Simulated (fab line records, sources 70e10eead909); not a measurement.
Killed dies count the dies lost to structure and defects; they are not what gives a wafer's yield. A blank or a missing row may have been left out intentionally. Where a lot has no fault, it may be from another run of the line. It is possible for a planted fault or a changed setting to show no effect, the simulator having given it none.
Chamber matching / flow nandHarc / 4 sister chambers for NHARC_A_STAIRCASE_ETCH_169 on rieDiel-01
The step etches the open film in CH3F/O2, target depth 50 nm, time 107.1 s. 20 wafers are shown with their chamber, then 10 later ones without.

== WAFERS WITH THEIR CHAMBER ==
wafer=L074.1; chamber=3; drypumpMotorCurrentA (A)=5.2; showerheadPlenumPTorr (Torr)=2.58; rfVppV (V)=246.2
wafer=L074.4; chamber=0; drypumpMotorCurrentA (A)=5.8; showerheadPlenumPTorr (Torr)=2.57; rfVppV (V)=247.9
wafer=L074.5; chamber=0; drypumpMotorCurrentA (A)=5.8; showerheadPlenumPTorr (Torr)=2.57; rfVppV (V)=244.9
wafer=L077.1; chamber=3; drypumpMotorCurrentA (A)=5.2; showerheadPlenumPTorr (Torr)=2.57; rfVppV (V)=245.4
wafer=L077.2; chamber=1; drypumpMotorCurrentA (A)=5.5; showerheadPlenumPTorr (Torr)=2.33; rfVppV (V)=241.4
wafer=L077.5; chamber=2; drypumpMotorCurrentA (A)=4.8; showerheadPlenumPTorr (Torr)=2.50; rfVppV (V)=243.8
wafer=L077.3; chamber=0; drypumpMotorCurrentA (A)=5.8; showerheadPlenumPTorr (Torr)=2.57; rfVppV (V)=246.4
wafer=L077.4; chamber=2; drypumpMotorCurrentA (A)=4.8; showerheadPlenumPTorr (Torr)=2.50; rfVppV (V)=242.1
wafer=L077.6; chamber=1; drypumpMotorCurrentA (A)=5.5; showerheadPlenumPTorr (Torr)=2.33; rfVppV (V)=242.2
wafer=L075.2; chamber=3; drypumpMotorCurrentA (A)=5.1; showerheadPlenumPTorr (Torr)=2.57; rfVppV (V)=245.7
wafer=L075.4; chamber=0; drypumpMotorCurrentA (A)=5.8; showerheadPlenumPTorr (Torr)=2.57; rfVppV (V)=245.3
wafer=L075.6; chamber=2; drypumpMotorCurrentA (A)=4.8; showerheadPlenumPTorr (Torr)=2.50; rfVppV (V)=245.3
wafer=L084.1; chamber=0; drypumpMotorCurrentA (A)=5.8; showerheadPlenumPTorr (Torr)=2.56; rfVppV (V)=244.8
wafer=L084.4; chamber=1; drypumpMotorCurrentA (A)=5.5; showerheadPlenumPTorr (Torr)=2.32; rfVppV (V)=240.3
wafer=L084.6; chamber=2; drypumpMotorCurrentA (A)=4.8; showerheadPlenumPTorr (Torr)=2.49; rfVppV (V)=245.1
wafer=L083.2; chamber=2; drypumpMotorCurrentA (A)=4.8; showerheadPlenumPTorr (Torr)=2.49; rfVppV (V)=244.7
wafer=L083.4; chamber=3; drypumpMotorCurrentA (A)=5.2; showerheadPlenumPTorr (Torr)=2.57; rfVppV (V)=245.0
wafer=L083.5; chamber=3; drypumpMotorCurrentA (A)=5.2; showerheadPlenumPTorr (Torr)=2.57; rfVppV (V)=245.7
wafer=L087.1; chamber=2; drypumpMotorCurrentA (A)=4.8; showerheadPlenumPTorr (Torr)=2.49; rfVppV (V)=246.7
wafer=L087.4; chamber=3; drypumpMotorCurrentA (A)=5.2; showerheadPlenumPTorr (Torr)=2.56; rfVppV (V)=245.5

SIGNATURES (means of the wafers above)
reading=drypumpMotorCurrentA; chamber 0=5.800; chamber 1=5.500; chamber 2=4.800; chamber 3=5.183; scatter within a chamber=0.0228
reading=showerheadPlenumPTorr; chamber 0=2.5680; chamber 1=2.3267; chamber 2=2.4950; chamber 3=2.5700; scatter within a chamber=0.00557
reading=rfVppV; chamber 0=245.860; chamber 1=241.300; chamber 2=244.617; chamber 3=245.583; scatter within a chamber=1.16
Rule: distance of a wafer from a chamber = root of the sum over the readings of ((wafer's reading minus chamber's mean) / reading's scatter) squared. If the next closest chamber is less than 2 further off than the closest, the wafer can't be placed; otherwise it belongs to the closest. The scatter: take each reading less its chamber's mean, square it, sum over the shown wafers, divide by the number of wafers less the number of chambers, and take the root.

== WAFERS MISSING THEIR CHAMBER ==
wafer=L087.5; drypumpMotorCurrentA (A)=4.8; showerheadPlenumPTorr (Torr)=2.49; rfVppV (V)=246.1
wafer=L092.2; drypumpMotorCurrentA (A)=5.5; showerheadPlenumPTorr (Torr)=2.32; rfVppV (V)=241.1
wafer=L092.3; drypumpMotorCurrentA (A)=4.8; showerheadPlenumPTorr (Torr)=2.49; rfVppV (V)=243.7
wafer=L092.6; drypumpMotorCurrentA (A)=5.8; showerheadPlenumPTorr (Torr)=2.55; rfVppV (V)=246.4
wafer=L093.2; drypumpMotorCurrentA (A)=4.8; showerheadPlenumPTorr (Torr)=2.49; rfVppV (V)=244.2
wafer=L093.3; drypumpMotorCurrentA (A)=5.5; showerheadPlenumPTorr (Torr)=2.32; rfVppV (V)=242.7
wafer=L093.4; drypumpMotorCurrentA (A)=5.2; showerheadPlenumPTorr (Torr)=2.56; rfVppV (V)=244.6
wafer=L094.4; drypumpMotorCurrentA (A)=5.2; showerheadPlenumPTorr (Torr)=2.56; rfVppV (V)=246.3
wafer=L094.5; drypumpMotorCurrentA (A)=5.2; showerheadPlenumPTorr (Torr)=2.56; rfVppV (V)=244.4
wafer=L094.6; drypumpMotorCurrentA (A)=4.8; showerheadPlenumPTorr (Torr)=2.49; rfVppV (V)=245.6

== WHICH CHAMBER EACH WENT THROUGH ==
wafer=L087.5; from the rows above=2; in truth=2
wafer=L092.2; from the rows above=1; in truth=1
wafer=L092.3; from the rows above=2; in truth=2
wafer=L092.6; from the rows above=0; in truth=0
wafer=L093.2; from the rows above=2; in truth=2
wafer=L093.3; from the rows above=1; in truth=1
wafer=L093.4; from the rows above=3; in truth=3
wafer=L094.4; from the rows above=3; in truth=3
wafer=L094.5; from the rows above=3; in truth=3
wafer=L094.6; from the rows above=2; in truth=2
10 of 10 placed correctly. Left unplaced by these rows: 0. Wrongly placed: 0.
